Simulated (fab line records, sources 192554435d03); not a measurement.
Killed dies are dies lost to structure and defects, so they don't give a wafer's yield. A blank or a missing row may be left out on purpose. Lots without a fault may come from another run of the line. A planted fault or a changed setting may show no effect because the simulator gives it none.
Which tool did it? | flow n5_finfet | 12 lots, 36 wafers sampled, at 1 step of a route of 1938

WHAT THE GAUGES READ, wafer by wafer
N5_BEOL_M2_INSPECT_59: inspects for defects (darkfield).
lot  | measured     | on                | raw_defect_count
L074 | day 7 03:58  | defect_inspect-02 | 72 49 91
L077 | day 7 16:15  | defect_inspect-02 | 66 84 77
L080 | day 8 19:14  | defect_inspect-02 | 52 107 95
L082 | day 8 23:01  | defect_inspect-02 | 47 49 56
L083 | day 9 06:40  | defect_inspect-02 | 99 38 62
L085 | day 9 09:46  | defect_inspect-02 | 49 43 71
L087 | day 10 06:32 | defect_inspect-01 | 107 55 108
L089 | day 11 02:45 | defect_inspect-01 | 96 107 96
L091 | day 11 09:59 | defect_inspect-02 | 112 77 85
L093 | day 11 20:45 | defect_inspect-01 | 72 74 73
L095 | day 12 07:47 | defect_inspect-01 | 70 60 58
L097 | day 12 20:05 | defect_inspect-02 | 95 50 63

WHICH TOOL RAN EACH LOT (tool, then ch and the chambers of the sampled wafers, then the start)
The record holds no process step before these readings.

THE ANSWER, worked out from the rows above alone
Rule: what is usual is taken from the lots themselves. Put in order of their means at a reading, lots are off if they are a third of the lots or fewer, leave a main group of 4 or more, and stand apart from it by a gap of 3 or more times the standard deviation of the main group's means; of several such gaps the widest counts. A main group whose means are all the same, to the digits that the tables above print for the reading, isn't used. A lot without any number at a reading at which 4 lots or more have one is off too. The other lots that the step has rows for count as sound.
No lot is off at any reading shown: from this, nothing can be told.

WHAT THE SIMULATOR HAD PUT IN
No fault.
